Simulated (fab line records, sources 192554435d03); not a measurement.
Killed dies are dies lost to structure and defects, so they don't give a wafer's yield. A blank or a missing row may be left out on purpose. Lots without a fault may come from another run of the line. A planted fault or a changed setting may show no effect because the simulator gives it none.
fab line records | flow n5_finfet
record lots=24 wafers=72 last_day=18
route steps=1938 shown HKMG_FIN@389 GATE_CUT@475
lots that met no fault: from a run of the same line without faults
start_h: hours from the record's first day to the start of the lot's first wafer shown | wait_h: hours since the lot's step before | " the same as in the row above | L1.1+2: a row that stands for several wafers | - no value, or no start given | * or withheld: withheld | < > ~ a bound
route shown NAME@n: a module of which the file shows steps, and the number in the route of the first | usual: mean/standard deviation of fault-free wafers | same: alike in all rows | chamber/n: place in a boat | sites: the reading at each site | _std_site: their standard deviation | _edge_site: outer sites' mean less inner sites' | radius_mm: how far each site lies from the wafer's centre | mask NAME#n: copy n | behind: the tool/chamber that last shaped the wafer | hold: why the lot was held/for how many hours/how that ended | device: the transistor (n, p or np) that didn't switch | end of line: the same wafers' tests at the end of the route | a step without rows: its recipe alone | killed: dies lost to structure and defects at the first sort, not the wafer's yield | map: a wafer's dies, x killed, . not, _ none there
set.NAME: the setting as run; set.NAME@STEP: as run at that earlier step | model.NAME: the simulator's own value behind a step, which no gauge read
steps of the route over a sample of lots; a table a step, a row a wafer
services: from which hour (start_h, from the record's first day; less than 0 if before it) a tool's chamber was out of use, for how many hours, and why
## steps
# step N5_HKMG_FIN_ALD_75
# recipe material=Al2O3 target_thk_a=10 temp_c=150 ald_precursor_family=TMA ald_co_reactant=H2O pulse_time_s=withheld co_reactant_pulse_time_s=1
# usual heater_power_w=149/11 precursor_pulse_height_rel=1.002/0.02
# columns lot.wafer tool chamber start_h wait_h heater_power_w precursor_pulse_height_rel
L074.3 ald_hk-02 3 72.07 0.0 144 1.002
L074.4 " 0 " " 158 1.006
L074.6 " 2 " " 141 1.001
L075.1 ald_hk-02 1 77.05 0.0 147 1.007
L075.3 " 0 " " 157 1.042
L075.5 " 3 " " 143 1.007
L076.3 ald_hk-02 0 83.76 0.0 157 1.018
L076.5 " 3 " " 145 0.990
L076.6 " 0 " " 152 1.000
L077.1 ald_hk-01 1 91.97 0.0 129 1.050
L077.2 " 0 " " 167 1.033
L077.6 " 0 " " 168 0.946
L078.3 ald_hk-01 1 94.65 0.0 129 1.013
L078.5 " 2 " " 156 1.026
L078.6 " 3 " " 148 0.974
L079.2 ald_hk-03 3 105.33 0.0 155 0.980
L079.3 " 0 " " 135 1.002
L079.6 " 1 " " 155 1.023
L080.1 ald_hk-02 0 106.90 0.0 157 0.996
L080.2 " 3 " " 144 1.011
L080.3 " 1 " " 144 1.016
L081.1 ald_hk-02 3 115.16 0.0 151 1.008
L081.3 " 1 " " 141 1.000
L081.6 " 0 " " 158 1.007
L082.4 ald_hk-03 1 120.24 0.0 159 1.016
L082.5 " 2 " " 152 1.002
L082.6 " 1 " " 154 1.014
L083.3 ald_hk-03 2 127.51 0.0 152 0.975
L083.4 " 1 " " 158 1.030
L083.6 " 1 " " 156 1.047
L084.1 ald_hk-01 1 135.79 0.0 128 1.016
L084.4 " 3 " " 153 1.000
L084.6 " 2 " " 159 1.008
L085.2 ald_hk-01 0 137.18 0.0 167 1.000
L085.3 " 1 " " 128 0.989
L085.4 " 2 " " 159 1.004
L086.1 ald_hk-02 1 143.45 0.0 147 0.995
L086.2 " 0 " " 157 0.975
L086.3 " 2 " " 137 1.016
L087.1 ald_hk-03 3 149.49 0.0 153 1.002
L087.4 " 2 " " 150 1.019
L087.5 " 3 " " 155 1.000
L088.1 ald_hk-02 2 157.02 0.1 140 1.046
L088.3 " 1 " " 146 0.979
L088.6 " 0 " " 160 0.971
L089.3 ald_hk-02 0 163.27 0.0 158 1.033
L089.4 " 2 " " 136 0.986
L089.6 " 3 " " 147 1.015
L090.2 ald_hk-01 2 167.60 0.0 159 1.000
L090.4 " 1 " " 126 1.015
L090.6 " 0 " " 166 0.954
L091.2 ald_hk-02 0 175.81 0.0 157 1.033
L091.4 " 1 " " 144 0.974
L091.5 " 1 " " 149 0.998
L093.2 ald_hk-01 3 185.45 0.0 150 0.986
L093.4 " 2 " " 163 0.977
L093.5 " 0 " " 167 0.982
L092.1 ald_hk-03 2 186.44 0.0 148 1.011
L092.2 " 1 " " 156 0.998
L092.5 " 0 " " 133 1.006
L094.3 ald_hk-01 0 191.94 0.0 169 1.010
L094.4 " 3 " " 152 0.988
L094.5 " 3 " " 154 0.970
L095.2 ald_hk-02 1 199.96 0.0 143 0.986
L095.3 " 3 " " 146 1.018
L095.5 " 1 " " 145 0.984
L096.2 ald_hk-02 0 204.97 0.0 159 1.001
L096.4 " 1 " " 146 0.998
L096.6 " 2 " " 138 0.983
L097.2 ald_hk-01 3 209.90 0.0 153 0.994
L097.3 " 1 " " 129 0.991
L097.5 " 0 " " 168 0.971
# step N5_HKMG_FIN_OVL_MEAS_50
# recipe points_per_wafer=44
# usual NDIPOLE_OVL=0.3/0.62
# same points_per_wafer=44
# columns lot.wafer tool chamber start_h wait_h NDIPOLE_OVL[nm]
L074.3 overlay-02 0 72.57 0.0 0.0
L074.4 " 0 " " -1.1
L074.6 " 0 " " -0.9
L075.1 overlay-02 0 77.55 0.0 0.1
L075.3 " 0 " " 0.7
L075.5 " 0 " " 0.1
L076.3 overlay-02 0 84.25 0.0 -0.2
L076.5 " 0 " " 0.3
L076.6 " 0 " " -0.4
L077.1 overlay-01 0 92.46 0.0 0.3
L077.2 " 0 " " 1.0
L077.6 " 0 " " 1.0
L078.3 overlay-02 0 95.02 0.0 0.3
L078.5 " 0 " " 0.2
L078.6 " 0 " " 0.1
L079.2 overlay-02 0 105.82 0.0 -0.1
L079.3 " 0 " " -0.5
L079.6 " 0 " " 0.6
L080.1 overlay-02 0 107.40 0.0 -0.3
L080.2 " 0 " " -0.4
L080.3 " 0 " " 1.3
L081.1 overlay-02 0 115.66 0.0 -0.8
L081.3 " 0 " " -0.9
L081.6 " 0 " " -0.4
L082.4 overlay-01 0 120.74 0.0 -0.7
L082.5 " 0 " " -0.1
L082.6 " 0 " " 0.3
L083.3 overlay-01 0 127.88 0.0 1.0
L083.4 " 0 " " 0.9
L083.6 " 0 " " -0.1
L084.1 overlay-02 0 136.16 0.0 0.1
L084.4 " 0 " " 0.9
L084.6 " 0 " " 0.0
L085.2 overlay-01 0 137.68 0.0 0.2
L085.3 " 0 " " -0.3
L085.4 " 0 " " 0.7
L086.1 overlay-02 0 143.95 0.0 0.9
L086.2 " 0 " " -0.9
L086.3 " 0 " " 0.2
L087.1 overlay-02 0 149.98 0.0 0.8
L087.4 " 0 " " 0.0
L087.5 " 0 " " 0.3
L088.1 overlay-01 0 157.61 0.0 0.3
L088.3 " 0 " " 0.8
L088.6 " 0 " " 1.0
L089.3 overlay-02 0 163.64 0.0 0.3
L089.4 " 0 " " 0.4
L089.6 " 0 " " 0.8
L090.2 overlay-01 0 167.97 0.0 1.2
L090.4 " 0 " " 0.2
L090.6 " 0 " " -0.6
L091.2 overlay-02 0 176.31 0.0 -0.5
L091.4 " 0 " " 0.1
L091.5 " 0 " " -0.6
L093.2 overlay-02 0 185.95 0.0 0.3
L093.4 " 0 " " 0.4
L093.5 " 0 " " 0.0
L092.1 overlay-01 0 186.94 0.0 1.2
L092.2 " 0 " " 0.8
L092.5 " 0 " " 0.2
L094.3 overlay-02 0 192.31 0.0 0.5
L094.4 " 0 " " -0.3
L094.5 " 0 " " 0.5
L095.2 overlay-02 0 200.45 0.0 0.8
L095.3 " 0 " " 0.8
L095.5 " 0 " " 0.5
L096.2 overlay-02 0 205.47 0.0 -0.7
L096.4 " 0 " " 0.8
L096.6 " 0 " " 0.8
L097.2 overlay-02 0 210.28 0.0 0.3
L097.3 " 0 " " 0.5
L097.5 " 0 " " -0.5
# step N5_HKMG_FIN_CD_MEAS_12
# recipe target_cd_nm=92.8 landing_energy_ev=500 detector=se_inlens
# usual cd_nm=92.7/0.58
# columns lot.wafer tool chamber start_h wait_h cd_nm
L074.3 cd_sem-03 0 75.94 - 92.5
L074.4 " 0 " " 93.9
L074.6 " 0 " " 93.5
L075.1 cd_sem-03 0 81.05 - 92.2
L075.3 " 0 " " 92.3
L075.5 " 0 " " 91.6
L076.3 cd_sem-03 0 87.61 - 93.3
L076.5 " 0 " " 92.6
L076.6 " 0 " " 93.4
L077.1 cd_sem-03 0 96.05 - 92.0
L077.2 " 0 " " 93.7
L077.6 " 0 " " 91.7
L078.3 cd_sem-01 0 98.43 - 93.2
L078.5 " 0 " " 93.1
L078.6 " 0 " " 93.2
L079.2 cd_sem-02 0 109.17 - 92.3
L079.3 " 0 " " 92.4
L079.6 " 0 " " 93.7
L080.1 cd_sem-03 0 110.79 - 93.3
L080.2 " 0 " " 93.3
L080.3 " 0 " " 91.9
L081.1 cd_sem-02 0 119.30 - 93.0
L081.3 " 0 " " 92.1
L081.6 " 0 " " 92.1
L082.4 cd_sem-02 0 124.75 - 91.6
L082.5 " 0 " " 91.9
L082.6 " 0 " " 92.4
L083.3 cd_sem-01 0 131.42 - 92.9
L083.4 " 0 " " 93.4
L083.6 " 0 " " 92.7
L084.1 cd_sem-01 0 140.14 - 91.7
L084.4 " 0 " " 92.8
L084.6 " 0 " " 91.7
L085.2 cd_sem-02 0 140.92 - 93.5
L085.3 " 0 " " 93.8
L085.4 " 0 " " 92.9
L086.1 cd_sem-02 0 147.98 - 92.5
L086.2 " 0 " " 93.0
L086.3 " 0 " " 92.5
L087.1 cd_sem-03 0 153.54 - 92.8
L087.4 " 0 " " 92.8
L087.5 " 0 " " 92.5
L088.1 cd_sem-01 0 161.58 - 92.9
L088.3 " 0 " " 93.3
L088.6 " 0 " " 92.0
L089.3 cd_sem-02 0 167.14 - 92.8
L089.4 " 0 " " 91.8
L089.6 " 0 " " 93.0
L090.2 cd_sem-01 0 171.25 - 92.8
L090.4 " 0 " " 92.5
L090.6 " 0 " " 92.1
L091.2 cd_sem-02 0 179.52 - 91.6
L091.4 " 0 " " 92.3
L091.5 " 0 " " 91.5
L093.2 cd_sem-01 0 189.29 - 92.4
L093.4 " 0 " " 93.2
L093.5 " 0 " " 93.5
L092.1 cd_sem-03 0 190.25 - 93.1
L092.2 " 0 " " 92.7
L092.5 " 0 " " 92.3
L094.3 cd_sem-03 0 195.75 - 92.1
L094.4 " 0 " " 92.9
L094.5 " 0 " " 92.8
L095.2 cd_sem-03 0 203.81 - 93.0
L095.3 " 0 " " 92.2
L095.5 " 0 " " 92.5
L096.2 cd_sem-03 0 208.92 - 92.1
L096.4 " 0 " " 93.3
L096.6 " 0 " " 93.3
L097.2 cd_sem-02 0 213.69 - 93.5
L097.3 " 0 " " 92.0
L097.5 " 0 " " 92.8
# step N5_HKMG_FIN_ETCH_31
# recipe chemistry=CF4 target=SiARC target_depth_a=455 mask_material=CAR-ArF time_s=75.8 ion_energy_ev=80 pressure_mtorr=40 source_w=545 bias_w=36 Ar_flow_sccm=100 cf4_flow_sccm=100 ends=cleared
# usual drypump_motor_current_A=5.8/0.43 etch_rf_on_time_s=75.7/1.3 oes_product_au=0.69/0.059 rf_vpp_V=183.7/1 showerhead_plenum_p_Torr=2.12/0.056 throttle_valve_pct=15.57/0.14
# columns lot.wafer tool chamber start_h wait_h drypump_motor_current_A etch_rf_on_time_s oes_product_au rf_hours_counter_h rf_vpp_V showerhead_plenum_p_Torr throttle_valve_pct
L074.3 rie_diel-01 2 76.06 0.0 5.6 75.8 0.69 80 184.8 2.16 15.49
L074.4 " 3 " " 6.1 76.6 0.70 70 183.2 2.08 15.44
L074.6 " 2 " " 5.6 75.1 0.69 - 183.9 2.16 15.48
L075.1 rie_diel-02 3 81.42 0.0 5.9 75.7 0.69 95 185.9 2.25 15.23
L075.3 " 1 " " 6.2 75.9 0.68 102 182.9 2.07 15.63
L075.5 " 2 " " 5.7 74.0 0.83 - 185.4 2.11 15.59
L076.3 rie_diel-04 3 87.79 0.0 5.5 75.9 0.75 30 186.0 2.19 15.52
L076.5 " 3 " " 5.5 75.5 0.75 - 184.7 2.19 15.52
L076.6 " 0 " " 6.1 74.9 0.79 - 181.8 2.12 15.51
L077.1 rie_diel-01 1 96.19 0.0 5.0 73.4 0.60 233 183.1 2.02 15.84
L077.2 " 3 " " 6.2 75.7 0.69 79 184.7 2.08 15.45
L077.6 " 2 " " 5.6 75.4 0.69 - 184.8 2.16 15.50
L078.3 rie_diel-02 2 99.22 0.0 5.7 73.6 0.81 14 183.7 2.11 15.62
L078.5 " 0 " " 5.2 78.4 0.61 - 183.6 2.14 15.72
L078.6 " 3 " " 5.9 75.7 0.68 - 186.1 2.25 15.26
L079.2 rie_diel-02 1 110.03 0.0 6.1 75.3 0.67 114 183.2 2.07 15.65
L079.3 " 0 " " 5.2 76.7 0.61 172 182.2 2.14 15.73
L079.6 " 2 " " 5.7 73.6 0.80 - 183.7 2.11 15.64
L080.1 rie_diel-01 2 110.95 0.0 5.6 75.6 0.68 95 182.2 2.16 15.52
L080.2 " 0 " " 6.3 74.0 0.76 34 184.2 2.11 15.60
L080.3 " 3 " " 6.2 77.6 0.68 87 184.0 2.08 15.48
L081.1 rie_diel-02 1 119.66 0.0 6.2 75.8 0.66 119 183.4 2.07 15.68
L081.3 " 0 " " 5.2 77.7 0.61 176 183.8 2.14 15.73
L081.6 " 1 " " 6.2 76.5 0.66 - 182.6 2.07 15.67
L082.4 rie_diel-01 0 125.17 0.0 6.2 74.1 0.74 - 184.6 2.10 15.61
L082.5 " 0 " " 6.2 73.8 0.74 - 182.4 2.10 15.60
L082.6 " 2 " " 5.6 77.2 0.66 - 183.9 2.16 15.55
L083.3 rie_diel-02 1 131.54 0.0 6.1 75.2 0.66 125 183.6 2.07 15.70
L083.4 " 2 " " 5.7 73.5 0.78 - 182.9 2.10 15.64
L083.6 " 1 " " 6.1 75.8 0.66 - 184.3 2.07 15.69
L084.1 rie_diel-01 0 140.49 0.0 6.2 74.4 0.73 50 184.3 2.10 15.62
L084.4 " 2 " " 5.7 77.7 0.66 112 184.5 2.15 15.55
L084.6 " 1 " " 5.0 74.8 0.59 - 182.0 2.02 15.85
L085.2 rie_diel-04 2 141.04 0.0 4.7 76.5 0.77 28 184.2 2.18 15.28
L085.3 " 3 " " 5.5 76.9 0.73 39 183.1 2.19 15.53
L085.4 " 1 " " 5.4 76.3 0.67 125 181.9 2.07 15.56
L086.1 rie_diel-01 0 148.10 0.0 6.2 73.8 0.73 53 183.4 2.10 15.61
L086.2 " 1 " " 5.0 75.4 0.59 244 182.6 2.02 15.87
L086.3 " 2 " " 5.6 76.7 0.66 115 182.2 2.15 15.53
L087.1 rie_diel-02 2 153.67 0.0 5.7 73.3 0.77 39 182.9 2.10 15.67
L087.4 " 3 " " 5.9 75.3 0.66 126 184.6 2.24 15.30
L087.5 " 3 " " 5.9 75.2 0.67 - 185.1 2.24 15.29
L088.1 rie_diel-04 0 161.74 0.0 6.1 75.2 0.75 30 183.7 2.12 15.58
L088.3 " 1 " " 5.4 76.1 0.66 133 183.8 2.06 15.60
L088.6 " 0 " " 6.1 75.2 0.75 - 182.3 2.12 15.54
L089.3 rie_diel-01 2 167.26 0.0 5.6 76.3 0.65 122 183.9 2.15 15.57
L089.4 " 2 " " 5.6 76.3 0.65 - 183.3 2.15 15.57
L089.6 " 3 " " 6.2 76.2 0.67 - 183.9 2.07 15.50
L090.2 rie_diel-01 0 171.38 0.0 6.2 74.1 0.72 62 184.7 2.10 15.64
L090.4 " 3 " " 6.1 76.6 0.66 - 184.0 2.07 15.50
L090.6 " 0 " " 6.2 74.4 0.72 - 183.2 2.10 15.62
L091.2 rie_diel-04 1 180.15 0.0 5.4 75.4 0.65 139 183.0 2.06 15.61
L091.4 " 3 " " 5.5 76.6 0.72 52 185.5 2.19 15.56
L091.5 " 3 " " 5.5 76.0 0.72 - 184.3 2.19 15.55
L093.2 rie_diel-02 1 189.45 0.0 6.1 76.2 0.64 145 183.5 2.06 15.72
L093.4 " 3 " " 5.9 76.8 0.64 139 185.6 2.23 15.33
L093.5 " 1 " " 6.1 76.3 0.64 - 181.9 2.06 15.72
L092.1 rie_diel-02 1 190.38 0.0 6.1 76.8 0.64 145 183.8 2.06 15.75
L092.2 " 3 " " 5.9 76.4 0.64 140 185.8 2.23 15.33
L092.5 " 1 " " 6.2 76.3 0.64 - 183.4 2.06 15.72
L094.3 rie_diel-02 1 195.93 0.0 6.1 75.6 0.65 147 182.9 2.06 15.72
L094.4 " 0 " " 5.2 77.6 0.59 201 183.1 2.13 15.78
L094.5 " 0 " " 5.2 77.6 0.59 - 184.3 2.13 15.78
L095.2 rie_diel-01 3 203.93 0.0 6.2 76.5 0.65 124 183.8 2.07 15.55
L095.3 " 0 " " 6.2 73.5 0.71 75 182.7 2.09 15.67
L095.5 " 0 " " 6.3 73.2 0.71 - 183.7 2.09 15.66
L096.2 rie_diel-02 0 209.04 0.0 5.2 77.9 0.59 206 183.7 2.13 15.78
L096.4 " 1 " " 6.2 76.1 0.64 153 182.0 2.06 15.76
L096.6 " 0 " " 5.2 78.0 0.59 - 182.8 2.13 15.79
L097.2 rie_diel-04 0 214.18 0.0 6.1 75.8 0.72 52 183.6 2.11 15.62
L097.3 " 1 " " 5.4 76.2 0.64 154 184.3 2.06 15.62
L097.5 " 1 " " 5.4 76.8 0.63 - 184.0 2.06 15.63
# step N5_HKMG_FIN_STRIP_92
# recipe chemistry=N2/H2 material=SOC time_s=20 power_w=500 temp_c=40 pressure_mtorr=50 rf_frequency_hz=6e+07 bias_power_w=8 h2_frac=0.5 n2_flow_sccm=300 h2_flow_sccm=300
# usual bias_power_w=8.000/0.023 drypump_motor_current_A=5.8/0.42 oes_product_au=0.81/0.071 rf_vpp_V=54.0/0.8 showerhead_plenum_p_Torr=3.32/0.094 throttle_valve_pct=19.1/0.49
# columns lot.wafer tool chamber start_h wait_h bias_power_w drypump_motor_current_A oes_product_au rf_hours_counter_h rf_vpp_V showerhead_plenum_p_Torr throttle_valve_pct
L074.3 rie_diel-01 2 76.48 0.1 7.985 5.6 0.81 80 55.4 3.41 19.5
L074.4 " 3 " " 7.983 6.2 0.81 71 53.9 3.27 18.7
L074.6 " 2 " " 7.993 5.7 0.81 - 54.1 3.41 19.5
L075.1 rie_diel-02 3 81.83 0.1 8.017 5.9 0.80 96 54.9 3.53 18.6
L075.3 " 1 " " 8.025 6.2 0.79 103 54.3 3.23 18.6
L075.5 " 2 " " 8.008 5.7 0.97 - 54.4 3.32 20.0
L076.3 rie_diel-04 3 88.21 0.1 7.954 5.5 0.87 31 54.9 3.40 18.6
L076.5 " 3 " " 8.005 5.5 0.86 - 54.9 3.40 18.6
L076.6 " 0 " " 8.020 6.2 0.91 - 52.9 3.29 18.7
L077.1 rie_diel-01 1 96.61 0.1 8.003 5.0 0.70 233 54.1 3.17 19.1
L077.2 " 3 " " 8.003 6.2 0.81 79 53.4 3.26 18.8
L077.6 " 2 " " 7.982 5.7 0.80 - 52.7 3.41 19.5
L078.3 rie_diel-02 2 99.63 0.1 7.973 5.7 0.96 14 54.8 3.32 20.0
L078.5 " 0 " " 7.984 5.2 0.72 - 54.6 3.35 19.3
L078.6 " 3 " " 7.979 5.9 0.80 - 54.9 3.53 18.6
L079.2 rie_diel-02 1 110.44 0.1 7.978 6.1 0.78 115 54.1 3.22 18.7
L079.3 " 0 " " 8.029 5.2 0.72 172 55.6 3.35 19.3
L079.6 " 2 " " 7.976 5.7 0.94 - 53.9 3.31 20.1
L080.1 rie_diel-01 2 111.36 0.1 7.994 5.6 0.79 96 54.7 3.40 19.5
L080.2 " 0 " " 8.057 6.3 0.90 35 53.9 3.27 18.7
L080.3 " 3 " " 8.012 6.2 0.80 87 53.6 3.26 18.8
L081.1 rie_diel-02 1 120.07 0.1 7.986 6.2 0.78 119 53.9 3.22 18.7
L081.3 " 0 " " 7.958 5.3 0.71 176 53.9 3.35 19.3
L081.6 " 1 " " 7.991 6.2 0.78 - 53.5 3.22 18.7
L082.4 rie_diel-01 0 125.80 0.1 8.030 6.2 0.88 - 53.9 3.26 18.7
L082.5 " 0 " " 7.981 6.3 0.87 - 54.9 3.26 18.7
L082.6 " 2 " " 8.026 5.7 0.78 - 54.0 3.40 19.5
L083.3 rie_diel-02 1 131.96 0.1 7.985 6.1 0.77 125 53.8 3.22 18.7
L083.4 " 2 " " 7.979 5.7 0.91 - 52.8 3.31 20.1
L083.6 " 1 " " 7.984 6.1 0.77 - 54.4 3.22 18.7
L084.1 rie_diel-01 0 140.90 0.1 8.055 6.2 0.87 50 53.3 3.26 18.7
L084.4 " 2 " " 8.020 5.6 0.77 112 54.4 3.39 19.5
L084.6 " 1 " " 7.984 5.1 0.69 - 53.5 3.16 19.1
L085.2 rie_diel-04 2 141.46 0.1 7.981 4.7 0.91 29 53.6 3.42 18.5
L085.3 " 3 " " 8.012 5.5 0.86 39 52.9 3.39 18.6
L085.4 " 1 " " 8.021 5.4 0.77 125 53.4 3.26 19.7
L086.1 rie_diel-01 0 148.52 0.1 8.014 6.2 0.87 53 52.0 3.26 18.7
L086.2 " 1 " " 8.024 5.1 0.69 244 54.0 3.16 19.1
L086.3 " 2 " " 7.985 5.7 0.78 115 54.9 3.39 19.5
L087.1 rie_diel-02 2 154.08 0.1 7.996 5.7 0.91 39 53.8 3.30 20.1
L087.4 " 3 " " 7.997 5.9 0.77 127 54.4 3.52 18.6
L087.5 " 3 " " 7.981 5.9 0.76 - 53.5 3.52 18.6
L088.1 rie_diel-04 0 162.16 0.1 7.993 6.1 0.88 30 52.8 3.28 18.8
L088.3 " 1 " " 8.020 5.4 0.76 134 53.5 3.26 19.7
L088.6 " 0 " " 7.998 6.1 0.88 - 54.3 3.28 18.8
L089.3 rie_diel-01 2 167.68 0.1 8.050 5.6 0.76 122 54.0 3.39 19.5
L089.4 " 2 " " 7.989 5.6 0.77 - 52.9 3.39 19.5
L089.6 " 3 " " 7.970 6.2 0.78 - 54.0 3.25 18.8
L090.2 rie_diel-01 0 171.79 0.1 8.031 6.2 0.85 62 53.9 3.26 18.7
L090.4 " 3 " " 8.048 6.2 0.77 - 54.5 3.25 18.8
L090.6 " 0 " " 8.022 6.3 0.85 - 53.3 3.26 18.7
L091.2 rie_diel-04 1 180.57 0.1 8.021 5.4 0.76 140 53.2 3.25 19.7
L091.4 " 3 " " 7.958 5.5 0.84 52 55.3 3.39 18.6
L091.5 " 3 " " 7.989 5.5 0.84 - 54.0 3.39 18.6
L093.2 rie_diel-02 1 189.86 0.1 8.038 6.1 0.75 145 55.8 3.21 18.7
L093.4 " 3 " " 7.966 5.9 0.75 140 53.7 3.51 18.7
L093.5 " 1 " " 8.016 6.1 0.75 - 53.9 3.21 18.7
L092.1 rie_diel-02 1 190.79 0.1 7.993 6.1 0.75 146 54.9 3.21 18.7
L092.2 " 3 " " 8.025 5.9 0.76 140 54.9 3.51 18.7
L092.5 " 1 " " 7.959 6.1 0.75 - 54.4 3.21 18.7
L094.3 rie_diel-02 1 196.35 0.1 8.010 6.2 0.75 148 53.3 3.21 18.7
L094.4 " 0 " " 7.997 5.2 0.69 202 54.6 3.33 19.3
L094.5 " 0 " " 7.994 5.2 0.68 - 53.2 3.33 19.3
L095.2 rie_diel-01 3 204.35 0.1 7.963 6.2 0.76 124 54.6 3.24 18.8
L095.3 " 0 " " 8.003 6.3 0.84 76 53.1 3.25 18.8
L095.5 " 0 " " 7.987 6.2 0.84 - 53.7 3.25 18.8
L096.2 rie_diel-02 0 209.46 0.1 8.004 5.2 0.69 206 53.9 3.33 19.3
L096.4 " 1 " " 7.965 6.1 0.75 153 52.7 3.20 18.7
L096.6 " 0 " " 8.018 5.3 0.69 - 54.6 3.33 19.3
L097.2 rie_diel-04 0 214.59 0.1 7.976 6.2 0.85 52 54.7 3.27 18.8
L097.3 " 1 " " 7.951 5.4 0.74 155 54.3 3.25 19.7
L097.5 " 1 " " 7.956 5.4 0.75 - 54.8 3.25 19.7
# step N5_GATE_CUT_CMP_02
# recipe stop_on=SiO2 t_overpolish_s=12.7 post_cmp_clean=alkaline_brush down_force_psi=2.5 platen_rpm=51.8 pad_velocity_m_s=1.0307 target_thk_nm=0
# usual edge_zone_pressure_frac=1.000/0.0045 motor_current_A=9.2/0.93 overpolish_run_s=12.701/0.0091 time_to_endpoint_s=25.8/2.4
# columns lot.wafer tool chamber start_h wait_h edge_zone_pressure_frac motor_current_A overpolish_run_s time_to_endpoint_s
L074.4 cmp-03 1 83.76 0.1 1.001 10.9 12.693 27.1
L074.3 " 2 " " 1.002 7.9 12.704 27.4
L074.6 " 1 " " 0.999 11.1 12.705 25.0
L075.1 cmp-03 3 89.28 0.1 0.995 9.4 12.692 21.8
L075.3 " 0 " " 0.999 8.1 12.698 26.4
L075.5 " 3 " " 1.004 9.2 12.694 25.8
L076.3 cmp-03 2 95.54 0.1 1.003 7.7 12.711 26.5
L076.6 " 1 " " 0.994 11.5 12.710 25.5
L076.5 " 2 " " 1.003 7.7 12.685 27.5
L077.2 cmp-04 0 103.80 0.1 0.996 9.0 12.696 28.5
L077.1 " 1 " " 1.001 10.0 12.688 24.2
L077.6 " 3 " " 1.003 9.1 12.692 25.3
L078.3 cmp-04 2 106.99 0.2 1.004 8.2 12.714 25.1
L078.6 " 0 " " 1.003 9.2 12.693 29.0
L078.5 " 1 " " 1.005 9.9 12.699 23.0
L079.2 cmp-03 0 117.96 0.3 0.996 9.0 12.701 25.8
L079.3 " 1 " " 1.000 11.6 12.702 26.8
L079.6 " 1 " " 1.001 10.7 12.689 24.9
L080.3 cmp-02 2 123.75 3.8 0.998 9.7 12.698 23.5
L080.2 " 3 " " 0.997 9.6 12.698 25.2
L080.1 " 1 " " 0.998 9.2 12.688 22.3
L081.3 cmp-02 1 127.60 0.2 0.997 8.9 12.696 23.4
L081.1 " 0 " " 1.000 10.5 12.690 24.5
L081.6 " 1 " " 0.998 9.3 12.711 23.9
L082.4 cmp-04 1 133.03 0.1 1.003 10.2 12.707 23.4
L082.6 " 3 " " 0.994 8.5 12.701 24.7
L082.5 " 0 " " 0.999 9.2 12.695 27.0
L083.3 cmp-04 1 139.03 0.1 0.996 9.9 12.712 26.0
L083.4 " 2 " " 1.009 8.9 12.698 28.1
L083.6 " 1 " " 1.008 10.0 12.717 25.2
L084.1 cmp-02 3 148.40 0.1 0.999 9.4 12.698 27.7
L084.4 " 0 " " 1.007 10.2 12.712 30.2
L084.6 " 2 " " 0.994 9.8 12.705 28.3
L085.4 cmp-04 3 148.51 0.1 1.002 8.1 12.716 26.1
L085.2 " 0 " " 1.004 8.4 12.696 26.1
L085.3 " 1 " " 1.006 10.3 12.698 24.2
L086.3 cmp-04 0 155.75 0.1 1.003 9.4 12.695 30.2
L086.2 " 2 " " 1.004 7.9 12.705 26.8
L086.1 " 3 " " 0.997 8.4 12.710 26.6
L087.4 cmp-04 2 161.33 0.0 0.995 8.6 12.699 27.5
L087.1 " 0 " " 1.004 9.2 12.709 27.5
L087.5 " 2 " " 0.991 8.0 12.695 25.3
L088.3 cmp-04 3 169.15 0.1 0.998 8.4 12.705 27.4
L088.1 " 0 " " 1.006 10.0 12.693 27.0
L088.6 " 2 " " 0.996 8.0 12.700 27.9
L089.4 cmp-02 1 174.79 0.1 0.999 9.0 12.709 23.8
L089.3 " 2 " " 0.998 9.8 12.713 20.7
L089.6 " 0 " " 1.004 10.1 12.691 24.7
L090.4 cmp-03 1 178.68 0.1 1.004 10.6 12.720 27.4
L090.2 " 2 " " 0.998 7.9 12.696 30.8
L090.6 " 0 " " 1.007 8.5 12.694 26.4
L091.2 cmp-04 1 187.83 0.1 0.999 9.5 12.687 25.7
L091.4 " 2 " " 1.000 9.0 12.693 29.7
L091.5 " 2 " " 0.999 8.4 12.696 28.7
L093.4 cmp-02 3 196.95 0.1 0.994 9.3 12.707 25.5
L093.2 " 1 " " 1.000 8.8 12.700 24.1
L093.5 " 3 " " 1.000 9.2 12.708 23.6
L092.1 cmp-04 1 198.00 0.1 0.994 10.6 12.694 23.9
L092.2 " 0 " " 1.007 8.6 12.694 26.5
L092.5 " 2 " " 0.997 8.3 12.693 26.8
L094.4 cmp-04 2 203.55 0.1 0.998 8.3 12.702 27.5
L094.3 " 3 " " 0.992 8.7 12.698 24.9
L094.5 " 3 " " 0.994 8.4 12.707 24.0
L095.2 cmp-04 0 211.38 0.1 0.992 9.4 12.689 28.2
L095.3 " 1 " " 0.998 9.6 12.720 24.4
L095.5 " 0 " " 0.994 9.2 12.694 31.5
L096.4 cmp-03 2 216.42 0.0 1.002 8.1 12.679 26.1
L096.2 " 3 " " 1.006 9.4 12.697 21.5
L096.6 " 2 " " 0.997 8.3 12.695 23.4
L097.2 cmp-02 2 221.64 0.1 0.999 10.1 12.703 18.5
L097.3 " 3 " " 1.000 9.2 12.706 22.7
L097.5 " 3 " " 1.001 9.5 12.700 21.1
## services
# columns tool chamber start_h hours kind
ald_hk-02 - 57.64 8.7 pm
rie_diel-04 3 58.26 5.1 repair
rie_diel-01 0 61.42 4.9 repair
cmp-04 - 61.93 2.5 repair
rie_diel-02 - 63.20 0.4 repair
ald_hk-01 - 75.15 4.3 pm
cmp-02 - 84.64 9.4 pm
rie_diel-04 2 85.92 7.1 repair
rie_diel-01 0 90.34 2.5 repair
rie_diel-04 - 93.97 28.1 pm
cmp-02 - 105.81 4.1 pm
cmp-04 - 110.33 19.3 pm
cmp-02 - 117.55 6.2 pm
cmp-03 - 120.08 4.0 pm
rie_diel-01 3 123.27 6.5 repair
rie_diel-02 0 128.23 12.0 repair
rie_diel-04 - 131.45 0.3 repair
cmp-03 - 141.99 5.0 pm
ald_hk-01 - 145.53 0.8 repair
cmp-04 - 174.90 6.6 pm
rie_diel-01 - 196.61 0.9 repair
rie_diel-04 3 198.02 17.3 repair
rie_diel-02 2 220.41 6.5 repair
rie_diel-04 1 221.06 3.8 repair
## key
fault none
